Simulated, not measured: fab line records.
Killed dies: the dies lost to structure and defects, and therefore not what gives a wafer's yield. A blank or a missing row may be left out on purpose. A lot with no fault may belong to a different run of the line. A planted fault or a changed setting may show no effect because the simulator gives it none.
Comparing a struck lot with a sound one + flow n5 finfet + 37 steps out of a route of 1938
Sound: these wafers, L241.2, L241.3, L241.6. Wafers struck: L253.1, L253.2, L253.3. At the end, the cause is stated.
Each step with rows lists, per side, the tool, then ch with its chambers, then its first start. Under that, the readings that differ: sound wafers + struck wafers + difference of the means + sigmas: that difference in standard deviations of wafers without a fault.
alike: words and numbers the same on both sides, and readings whose means are apart by under 2 such deviations; not compared: readings that were withheld, readings missing a value for some wafer, numbers with overlapping values and no deviation given by the record, and bounds like >300 which may hide the same value.
The two part at a step that has a row with sigmas, a row that says differs or no value, or rows on one side only. Numbers that have no deviation but don't overlap get no sigmas and don't part them. A reading that every wafer of one side lacks parts them only if that side has two wafers or more.

first, 9 steps without rows for these wafers: N5_BEOL_M4_ANNEAL_95 (time 240 s); N5_BEOL_M4_SPUTTER_96 (material Cu, target thk 4.5 nm, time 8.29 s); N5_BEOL_M4_ECD_50 (material Cu, target thk 300 nm); N5_BEOL_M4_ANNEAL_51 (time 90 s); N5_BEOL_M4_CMP_52 (polishes, stops on SiOC, t overpolish 6.8 s, target thk 40 nm); N5_BEOL_M4_PRE_CLEAN_60 (time 15 s); N5_BEOL_M4_CO_CAP_55 (material Co, precursor CCTBA/H2, target thk 2 nm, time 102.1 s); N5_BEOL_M4_PRE_CLEAN_56 (time 15 s); N5_BEOL_M4_DEP_57 (deposits SiCN from 3MS/NH3, target thk 8 nm, time 14 s).
N5_BEOL_M4_RC_MEAS_101:
  sound on prober-01 ch 0, day 10 00:03; struck on prober-01 ch 0, day 13 20:19
  alike: DIBL_N, DIBL_P, IOFF_N, IOFF_P, ION_N, ION_P, SS_N, SS_P, VT_N, VT_P
then, 24 steps without rows for these wafers: N5_BEOL_M5_ILD_DEP_00 (deposits SiCOH lowk from DEMS/porogen, target thk 140.64 nm, time 25.9 s); N5_BEOL_M5_CURE_79 (cures SiCOH lowk, time 240 s); N5_BEOL_M5_PECVD_70 (deposits SiO2 from TEOS/O2, target thk 16 nm, time 18 s); N5_BEOL_M5_HM_DEP_02 (deposits TiN, target thk 20 nm); N5_BEOL_M5_COAT_59 (time 60 s, resist thk 60 nm); N5_BEOL_M5_COAT_60 (time 60 s, resist thk 12 nm); N5_BEOL_M5_COAT_71 (time 60 s, resist thk 5 nm); N5_BEOL_M5_COAT_05 (resist thk 30 nm); N5_BEOL_M5_EBR_07; N5_BEOL_M5_SOFTBAKE_06 (time 60 s); N5_BEOL_M5_EXPOSE_08 (exposes mask M5, target cd 28 nm); N5_BEOL_M5_PEB_09 (peb time 60 s); N5_BEOL_M5_DEVELOP_10 (develop time 30 s); N5_BEOL_M5_DESCUM_16 (chemistry O2, time 7 s); N5_BEOL_M5_ETCH_72 (etches underlayer in N2/H2, target depth 6.5 nm, time 5.2 s); N5_BEOL_M5_ETCH_61 (etches SiARC in CF4, target depth 15.6 nm, time 26 s); N5_BEOL_M5_ETCH_62 (etches SOC in N2/H2, target depth 75 nm, overetch 15 nm, time 112.5 s); N5_BEOL_M5_STRIP_63 (strips in N2/H2); N5_BEOL_M5_STRIP_73 (strips in N2/H2); N5_BEOL_M5_STRIP_64 (strips in CF4); N5_BEOL_M5_HM_OPEN_17 (chemistry Cl2/BCl3, target TiN, target depth 20 nm, overetch 6 nm); N5_BEOL_M5_STRIP_19 (strips in O2); N5_BEOL_M5_COAT_65 (time 60 s, resist thk 60 nm); N5_BEOL_M5_COAT_66 (time 60 s, resist thk 12 nm).
N5_BEOL_M5_STRIP_36: strips in N2/H2.
  sound on rie diel-05 ch 0,3, day 10 07:10; struck on rie diel-02 ch 1,2,3, day 14 00:28
  no value came back on the struck wafers for any of 8 readings (bias power w (W), chamber pressure mTorr (mTorr) and others); on the sound wafers bias power w (W) reads 7.038 7.004 6.997
| reading                                  | sound | struck         | difference | sigmas |
|------------------------------------------|-------|----------------|------------|--------|
| model.SOC_of_BEOL_M5_COAT_65.thk nm (nm) | 0 0 0 | 55.8 55.8 55.8 | +55.8      |        |
  not compared: rf hours counter h
N5_BEOL_M5_ETCH_41: etches SiCN in CH3F/O2, target depth 31.5 nm, time 56.7 s.
  sound on rie diel-05 ch 0,3; struck on rie diel-02 ch 1,2,3, day 14 00:32
| reading                                  | sound | struck         | difference | sigmas |
|------------------------------------------|-------|----------------|------------|--------|
| model.SOC_of_BEOL_M5_COAT_65.thk nm (nm) | 0 0 0 | 38.4 38.2 38.6 | +38.4      |        |
  alike: drypump motor current A, oes product au, rf vpp V, showerhead plenum p Torr, throttle valve pct
  not compared: rf hours counter h
-- here the record skips 5 days between the struck wafers' starts before and after, leaving off in module BEOL_M5 and picking up in module PASSIVATION (first step shown: number 1936 of the route) --
N5_PASSIVATION_PROBE_49:
  struck on prober-01, day 18 15:17; sound on prober-01, day 14 03:43
| reading                  | sound          | struck         | difference | sigmas      |
|--------------------------|----------------|----------------|------------|-------------|
| defect limited yield (%) | 90.0 89.8 92.0 | 0 0 0          | -91        | -65         |
| killed_at_M4_up          | 9 28 14        | 1094 1065 1085 | +1064      | +99 or more |
| killed dies              | 118 120 94     | 1180 1180 1180 | +1069      | +63         |
| killed on rim            | 26 13 6        | 152 152 152    | +137       | +32         |
| sort_bin_5_function (%)  | 5.7 6.0 5.2    | 96.4 95.0 96.1 | +90.2      | +93         |
| sort n pass              | 1062 1060 1086 | 0 0 0          | -1069      | -63         |
| sort yield pct (%)       | 90.0 89.8 92.0 | 0 0 0          | -91        | -65         |
  alike: killed_at_M0_to_M3, killed at contacts, killed at front end, killed at other, killed open, killed short, sort_bin_6_memory, sort_bin_8_speed

WHERE THEY PART
Last at N5_PASSIVATION_PROBE_49 as far as this record goes, first at N5_BEOL_M5_STRIP_36.

WHY: whatever the simulator had introduced
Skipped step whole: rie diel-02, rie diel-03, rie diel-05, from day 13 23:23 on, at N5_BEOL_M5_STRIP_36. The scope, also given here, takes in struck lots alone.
